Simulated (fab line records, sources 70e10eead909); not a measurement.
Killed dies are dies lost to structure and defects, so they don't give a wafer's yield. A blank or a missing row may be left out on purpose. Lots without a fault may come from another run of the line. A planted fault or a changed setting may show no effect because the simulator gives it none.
Which tool did it? | flow nand_harc | 24 lots, 72 wafers sampled, at 6 steps of a route of 1302

WHAT THE GAUGES READ, wafer by wafer
NHARC_A_DECK1_JOINT_INSPECT_05. Usual: raw_defect_count 339, standard deviation 140.
lot  | measured     | on                | raw_defect_count | flag
L074 | day 12 09:58 | defect_inspect-01 | 353 275 354      |
L075 | day 12 09:51 | defect_inspect-02 | 320 284 273      |
L076 | day 13 02:24 | defect_inspect-01 | 604 435 473      |
L077 | day 13 21:34 | defect_inspect-02 | 203 330 277      |
L078 | day 13 21:34 | defect_inspect-01 | 426 467 387      |
L079 | day 14 17:49 | defect_inspect-02 | 180 267 155      |
L081 | day 15 06:36 | defect_inspect-02 | 390 354 267      |
L080 | day 15 06:34 | defect_inspect-01 | 210 245 356      |
L082 | day 15 18:52 | defect_inspect-01 | 216 223 311      |
L083 | day 16 05:16 | defect_inspect-02 | 460 351 434      |
L084 | day 16 20:31 | defect_inspect-02 | 366 619 383      |
L085 | day 17 13:52 | defect_inspect-02 | 304 323 349      |
L086 | day 17 13:50 | defect_inspect-01 | 578 730 756      |
L088 | day 18 15:59 | defect_inspect-02 | 306 248 298      |
L087 | day 19 00:16 | defect_inspect-01 | 233 255 213      |
L090 | day 19 00:27 | defect_inspect-01 | 276 432 419      |
L089 | day 19 00:17 | defect_inspect-02 | 321 332 283      |
L091 | day 19 13:10 | defect_inspect-02 | 326 454 210      |
L092 | day 19 13:15 | defect_inspect-02 | 478 356 654      |
L093 | day 20 19:15 | defect_inspect-02 | 199 198 358      |
L094 | day 20 19:14 | defect_inspect-01 | 250 212 292      |
L095 | day 21 14:43 | defect_inspect-02 | 471 310 301      |
L096 | day 21 14:43 | defect_inspect-01 | 281 548 430      |
L097 | day 21 22:23 | defect_inspect-01 | 210 170 95       |

NHARC_A_ONON_D2_THK_MEAS_34: measures by ellipsometry. Usual: thk_nm 200 nm, standard deviation 3.6.
lot  | measured     | on            | thk_nm (nm) | flag
L074 | day 13 02:34 | film_metro-02 | 202 199 203 |
L075 | day 13 02:31 | film_metro-01 | 198 202 204 |
L076 | day 13 16:02 | film_metro-02 | 204 204 207 |
L077 | day 14 11:25 | film_metro-01 | 202 200 204 |
L078 | day 14 11:25 | film_metro-02 | 203 202 203 |
L079 | day 15 07:03 | film_metro-02 | 197 199 200 |
L081 | day 15 20:50 | film_metro-02 | 197 197 203 |
L080 | day 15 20:51 | film_metro-01 | 201 198 201 |
L082 | day 16 08:16 | film_metro-01 | 200 199 202 |
L083 | day 16 21:02 | film_metro-01 | 193 196 197 |
L084 | day 17 10:07 | film_metro-01 | 203 209 207 |
L085 | day 18 03:08 | film_metro-01 | 195 198 204 |
L086 | day 18 03:20 | film_metro-01 | 201 205 201 |
L088 | day 19 06:30 | film_metro-02 | 198 198 200 |
L087 | day 19 13:34 | film_metro-01 | 199 197 198 |
L090 | day 19 13:44 | film_metro-01 | 201 199 203 |
L089 | day 19 13:55 | film_metro-01 | 202 206 206 |
L091 | day 20 02:08 | film_metro-01 | 196 197 201 |
L092 | day 20 02:13 | film_metro-02 | 197 200 199 |
L093 | day 21 08:11 | film_metro-01 | 198 200 204 |
L094 | day 21 08:10 | film_metro-02 | 200 200 204 |
L095 | day 22 04:00 | film_metro-02 | 200 202 204 |
L096 | day 22 04:20 | film_metro-02 | 201 203 201 |
L097 | day 22 11:17 | film_metro-02 | 198 197 197 |

WHICH TOOL RAN EACH LOT (tool, then ch and the chambers of the sampled wafers, then the start)
lot  | NHARC_A_CHANNEL_HOLE_D1_ETCH_22  | NHARC_A_CHANNEL_HOLE_D1_ETCH_33  | NHARC_A_CHANNEL_HOLE_D1_XSEM_31 | NHARC_A_DECK1_JOINT_CMP_02
L074 | har_etch-02 ch 0,1, day 8 19:20  | har_etch-02 ch 0,1, day 8 22:26  | xsem-01 ch 0, day 9 00:05       | cmp-01 ch 0,2,3, day 12 09:13
L075 | har_etch-01 ch 0,1, day 8 20:04  | har_etch-01 ch 0,1, day 8 23:11  | xsem-02 ch 0, day 9 00:50       | cmp-03 ch 0,1,2, day 12 09:09
L076 | har_etch-01 ch 1, day 9 04:12    | har_etch-01 ch 1, day 9 07:14    | xsem-01 ch 0, day 9 08:50       | cmp-02 ch 0,1,3, day 13 01:42
L077 | har_etch-02 ch 1, day 9 23:36    | har_etch-02 ch 1, day 10 02:39   | xsem-01 ch 0, day 10 04:17      | cmp-02 ch 1,3, day 13 20:52
L078 | har_etch-02 ch 0, day 10 03:40   | har_etch-02 ch 0, day 10 06:47   | xsem-01 ch 0, day 10 08:25      | cmp-03 ch 0,2, day 13 20:53
L079 | har_etch-01 ch 0,1, day 10 16:31 | har_etch-01 ch 0,1, day 10 19:26 | xsem-02 ch 0, day 10 21:14      | cmp-02 ch 0,3, day 14 17:06
L081 | har_etch-02 ch 0,1, day 11 08:25 | har_etch-02 ch 0,1, day 11 11:32 | xsem-02 ch 0, day 11 13:19      | cmp-01 ch 1,2, day 15 05:52
L080 | har_etch-01 ch 0, day 11 11:05   | har_etch-01 ch 0, day 11 14:11   | xsem-01 ch 0, day 11 15:49      | cmp-02 ch 0,3, day 15 05:52
L082 | har_etch-02 ch 0,1, day 12 04:08 | har_etch-02 ch 0,1, day 12 07:10 | xsem-01 ch 0, day 12 08:46      | cmp-03 ch 0,2, day 15 18:10
L083 | har_etch-02 ch 0,1, day 12 13:38 | har_etch-02 ch 0,1, day 12 16:44 | xsem-02 ch 0, day 12 18:22      | cmp-02 ch 0,2,3, day 16 04:33
L084 | har_etch-02 ch 0,1, day 13 02:32 | har_etch-02 ch 0,1, day 13 05:34 | xsem-01 ch 0, day 13 07:10      | cmp-01 ch 0,2,3, day 16 19:53
L085 | har_etch-01 ch 0,1, day 13 15:56 | har_etch-01 ch 0,1, day 13 18:56 | xsem-01 ch 0, day 13 20:31      | cmp-03 ch 0,1,3, day 17 13:11
L086 | har_etch-02 ch 0,1, day 13 16:17 | har_etch-02 ch 0,1, day 13 19:13 | xsem-02 ch 0, day 13 20:46      | cmp-01 ch 2,3, day 17 13:10
L088 | har_etch-02 ch 0,1, day 15 01:06 | har_etch-02 ch 0,1, day 15 04:04 | xsem-02 ch 0, day 15 05:39      | cmp-01 ch 1,2, day 18 15:16
L087 | har_etch-01 ch 0,1, day 15 04:29 | har_etch-01 ch 0,1, day 15 07:34 | xsem-01 ch 0, day 15 09:10      | cmp-01 ch 0,1,3, day 18 23:37
L090 | har_etch-01 ch 0,1, day 15 08:47 | har_etch-01 ch 0,1, day 15 11:45 | xsem-02 ch 0, day 15 13:20      | cmp-03 ch 0,2,3, day 18 23:48
L089 | har_etch-02 ch 0,1, day 15 08:56 | har_etch-02 ch 0,1, day 15 12:02 | xsem-01 ch 0, day 15 13:40      | cmp-03 ch 0,1, day 18 23:34
L091 | har_etch-02 ch 0,1, day 15 18:01 | har_etch-02 ch 0,1, day 15 21:08 | xsem-01 ch 0, day 15 22:46      | cmp-03 ch 0,3, day 19 12:28
L092 | har_etch-02 ch 0,1, day 15 22:44 | har_etch-02 ch 0,1, day 16 01:50 | xsem-02 ch 0, day 16 03:28      | cmp-01 ch 1,2,3, day 19 12:28
L093 | har_etch-01 ch 0,1, day 16 19:56 | har_etch-01 ch 0,1, day 16 23:02 | xsem-02 ch 0, day 17 00:41      | cmp-03 ch 1,2, day 20 18:32
L094 | har_etch-01 ch 0,1, day 17 00:05 | har_etch-01 ch 0,1, day 17 03:11 | xsem-01 ch 0, day 17 04:59      | cmp-01 ch 0,2,3, day 20 18:34
L095 | har_etch-02 ch 0,1, day 17 19:22 | har_etch-02 ch 0,1, day 17 22:29 | xsem-02 ch 0, day 18 00:07      | cmp-02 ch 2,3, day 21 14:01
L096 | har_etch-01 ch 0,1, day 17 23:16 | har_etch-01 ch 0,1, day 18 02:24 | xsem-01 ch 0, day 18 04:02      | cmp-01 ch 2,3, day 21 14:01
L097 | har_etch-02 ch 0, day 18 05:49   | har_etch-02 ch 0, day 18 08:50   | xsem-02 ch 0, day 18 10:26      | cmp-01 ch 0,2,3, day 21 21:40
- NHARC_A_CHANNEL_HOLE_D1_ETCH_22: etches the open film in C4F8/O2/Ar, time 666.7 s, target depth 1600 nm.
- NHARC_A_CHANNEL_HOLE_D1_ETCH_33: etches the open film in C4F8/O2/Ar, time 90 s, target depth 400 nm.
- NHARC_A_CHANNEL_HOLE_D1_XSEM_31
- NHARC_A_DECK1_JOINT_CMP_02: polishes SiOx.

WHAT THE TOOLS THEMSELVES READ (means of the sampled wafers that have a number; where no wafer has one, the mark that the record gives instead)
NHARC_A_CHANNEL_HOLE_D1_ETCH_22. Usual: drypump_motor_current_A 6.01 A, standard deviation 0.1; oes_air_line_au 1.001 a.u., standard deviation 0.021; showerhead_plenum_p_Torr 3.69 Torr, standard deviation 0.14; throttle_valve_pct 32.155 %, standard deviation 0.0088.
lot  | tool        | drypump_motor_current_A (A) | oes_air_line_au (a.u.) | showerhead_plenum_p_Torr (Torr) | throttle_valve_pct (%) | flag
L074 | har_etch-02 | 6.12                        | 0.996                  | 3.66                            | 32.159                 |
L075 | har_etch-01 | 5.93                        | 0.997                  | 3.73                            | 32.162                 |
L076 | har_etch-01 | 5.84                        | 0.987                  | 3.73                            | 32.148                 |
L077 | har_etch-02 | 6.06                        | 0.979                  | 3.42                            | 32.152                 |
L078 | har_etch-02 | 6.14                        | 1.001                  | 3.75                            | 32.152                 |
L079 | har_etch-01 | 5.89                        | 0.999                  | 3.72                            | 32.150                 |
L081 | har_etch-02 | 6.08                        | 1.001                  | 3.52                            | 32.158                 |
L080 | har_etch-01 | 5.96                        | 0.994                  | 3.71                            | 32.157                 |
L082 | har_etch-02 | 6.09                        | 0.979                  | 3.52                            | 32.155                 |
L083 | har_etch-02 | 6.06                        | 1.011                  | 3.51                            | 32.153                 |
L084 | har_etch-02 | 6.08                        | 0.993                  | 3.63                            | 32.160                 |
L085 | har_etch-01 | 5.92                        | 1.000                  | 3.70                            | 32.157                 |
L086 | har_etch-02 | 6.07                        | 1.007                  | 3.50                            | 32.155                 |
L088 | har_etch-02 | 6.09                        | 1.004                  | 3.86                            | 32.155                 |
L087 | har_etch-01 | 5.90                        | 0.987                  | 3.69                            | 32.148                 |
L090 | har_etch-01 | 5.91                        | 1.014                  | 3.69                            | 32.157                 |
L089 | har_etch-02 | 6.07                        | 0.979                  | 3.86                            | 32.162                 |
L091 | har_etch-02 | 6.11                        | 0.992                  | 3.78                            | 32.157                 |
L092 | har_etch-02 | 6.09                        | 1.025                  | 3.85                            | 32.159                 |
L093 | har_etch-01 | 5.88                        | 0.968                  | 3.67                            | 32.147                 |
L094 | har_etch-01 | 5.92                        | 1.012                  | 3.67                            | 32.149                 |
L095 | har_etch-02 | 6.11                        | 0.991                  | 3.77                            | 32.158                 |
L096 | har_etch-01 | 5.87                        | 0.995                  | 3.66                            | 32.164                 |
L097 | har_etch-02 | 6.08                        | 1.017                  | 3.70                            | 32.152                 |

NHARC_A_CHANNEL_HOLE_D1_ETCH_33. Usual: bias_v 400 V, standard deviation 3.6; drypump_motor_current_A 6.02 A, standard deviation 0.1; oes_air_line_au 0.996 a.u., standard deviation 0.023; showerhead_plenum_p_Torr 3.73 Torr, standard deviation 0.15; throttle_valve_pct 27.619 %, standard deviation 0.0092.
lot  | tool        | bias_v (V) | drypump_motor_current_A (A) | oes_air_line_au (a.u.) | showerhead_plenum_p_Torr (Torr) | throttle_valve_pct (%) | flag
L074 | har_etch-02 | 403        | 6.11                        | 1.002                  | 3.69                            | 27.625                 |
L075 | har_etch-01 | 399        | 5.92                        | 1.030                  | 3.77                            | 27.622                 |
L076 | har_etch-01 | 406        | 5.90                        | 0.993                  | 3.77                            | 27.612                 |
L077 | har_etch-02 | 400        | 6.07                        | 0.982                  | 3.45                            | 27.621                 |
L078 | har_etch-02 | 401        | 6.11                        | 1.020                  | 3.79                            | 27.614                 |
L079 | har_etch-01 | 397        | 5.87                        | 1.000                  | 3.76                            | 27.625                 |
L081 | har_etch-02 | 396        | 6.07                        | 1.004                  | 3.56                            | 27.608                 |
L080 | har_etch-01 | 404        | 5.99                        | 1.002                  | 3.75                            | 27.624                 |
L082 | har_etch-02 | 398        | 6.07                        | 0.996                  | 3.55                            | 27.618                 |
L083 | har_etch-02 | 398        | 6.07                        | 1.008                  | 3.55                            | 27.622                 |
L084 | har_etch-02 | 400        | 6.10                        | 1.000                  | 3.66                            | 27.620                 |
L085 | har_etch-01 | 401        | 5.92                        | 0.980                  | 3.74                            | 27.615                 |
L086 | har_etch-02 | 400        | 6.09                        | 0.989                  | 3.54                            | 27.625                 |
L088 | har_etch-02 | 404        | 6.07                        | 1.003                  | 3.91                            | 27.624                 |
L087 | har_etch-01 | 403        | 5.88                        | 0.987                  | 3.73                            | 27.622                 |
L090 | har_etch-01 | 400        | 5.88                        | 0.996                  | 3.72                            | 27.626                 |
L089 | har_etch-02 | 399        | 6.08                        | 0.998                  | 3.90                            | 27.611                 |
L091 | har_etch-02 | 404        | 6.08                        | 1.002                  | 3.82                            | 27.620                 |
L092 | har_etch-02 | 403        | 6.08                        | 0.991                  | 3.90                            | 27.621                 |
L093 | har_etch-01 | 399        | 5.89                        | 1.019                  | 3.71                            | 27.613                 |
L094 | har_etch-01 | 399        | 5.91                        | 1.019                  | 3.71                            | 27.620                 |
L095 | har_etch-02 | 405        | 6.10                        | 0.986                  | 3.81                            | 27.618                 |
L096 | har_etch-01 | 402        | 5.92                        | 0.972                  | 3.70                            | 27.624                 |
L097 | har_etch-02 | 399        | 6.10                        | 0.997                  | 3.74                            | 27.624                 |

NHARC_A_CHANNEL_HOLE_D1_XSEM_31. Usual: bot_cd_nm 74.0 nm, standard deviation 1.7; bow_nm 8.6 nm, standard deviation 0.34; tilt_deg 0.06 degrees, standard deviation 0.037.
lot  | tool    | bot_cd_nm (nm) | bow_nm (nm) | tilt_deg (degrees) | flag
L074 | xsem-01 | 71.8           | 8.4         | 0.06               |
L075 | xsem-02 | 72.5           | 8.8         | 0.05               |
L076 | xsem-01 | 73.0           | 8.5         | 0.10               |
L077 | xsem-01 | 74.7           | 8.2         | 0.00               |
L078 | xsem-01 | 73.6           | 9.1         | 0.02               |
L079 | xsem-02 | 74.4           | 8.6         | 0.09               |
L081 | xsem-02 | 75.9           | 8.7         | 0.02               |
L080 | xsem-01 | 72.8           | 8.3         | 0.12               |
L082 | xsem-01 | 74.1           | 9.0         | 0.08               |
L083 | xsem-02 | 74.3           | 8.6         | 0.09               |
L084 | xsem-01 | 74.1           | 8.7         | 0.09               |
L085 | xsem-01 | 74.5           | 8.6         | 0.08               |
L086 | xsem-02 | 73.6           | 8.3         | -0.03              |
L088 | xsem-02 | 73.8           | 8.3         | 0.04               |
L087 | xsem-01 | 73.3           | 8.5         | 0.02               |
L090 | xsem-02 | 73.1           | 8.6         | 0.06               |
L089 | xsem-01 | 74.1           | 8.5         | 0.04               |
L091 | xsem-01 | 69.9           | 8.7         | 0.03               |
L092 | xsem-02 | 73.5           | 7.9         | 0.09               |
L093 | xsem-02 | 74.7           | 9.2         | 0.10               |
L094 | xsem-01 | 74.7           | 8.4         | 0.05               |
L095 | xsem-02 | 75.7           | 8.5         | 0.09               |
L096 | xsem-01 | 73.9           | 9.3         | 0.01               |
L097 | xsem-02 | 74.5           | 8.3         | 0.04               |

NHARC_A_DECK1_JOINT_CMP_02. Usual: motor_current_A 11.4 A, standard deviation 1.1.
lot  | tool   | motor_current_A (A) | flag
L074 | cmp-01 | 10.9                |
L075 | cmp-03 | 12.1                |
L076 | cmp-02 | 10.5                |
L077 | cmp-02 | 10.6                |
L078 | cmp-03 | 11.6                |
L079 | cmp-02 | 10.9                |
L081 | cmp-01 | 10.3                |
L080 | cmp-02 | 9.9                 |
L082 | cmp-03 | 12.1                |
L083 | cmp-02 | 11.1                |
L084 | cmp-01 | 10.8                |
L085 | cmp-03 | 12.6                |
L086 | cmp-01 | 10.8                |
L088 | cmp-01 | 10.7                |
L087 | cmp-01 | 11.5                |
L090 | cmp-03 | 12.4                |
L089 | cmp-03 | 12.3                |
L091 | cmp-03 | 13.1                |
L092 | cmp-01 | 10.6                |
L093 | cmp-03 | 11.5                |
L094 | cmp-01 | 10.8                |
L095 | cmp-02 | 11.9                |
L096 | cmp-01 | 10.6                |
L097 | cmp-01 | 10.7                |

THE ANSWER, worked out from the rows above alone
Rule: a lot is off if the mean of its wafers that have a number lies more than 3 standard deviations from the usual mean. A lot without any number at a reading at which 4 lots or more have one is off too. The other lots that the step has rows for count as sound. The gauges are gone through in route order, then the tools' own readings, and for those a lot's mean is taken as printed above. The first step at which some lot is off is used, and at that step the reading that is off furthest; a lot without a number counts as furthest.
No lot is off at any reading shown: from this, nothing can be told.

WHAT THE SIMULATOR HAD PUT IN
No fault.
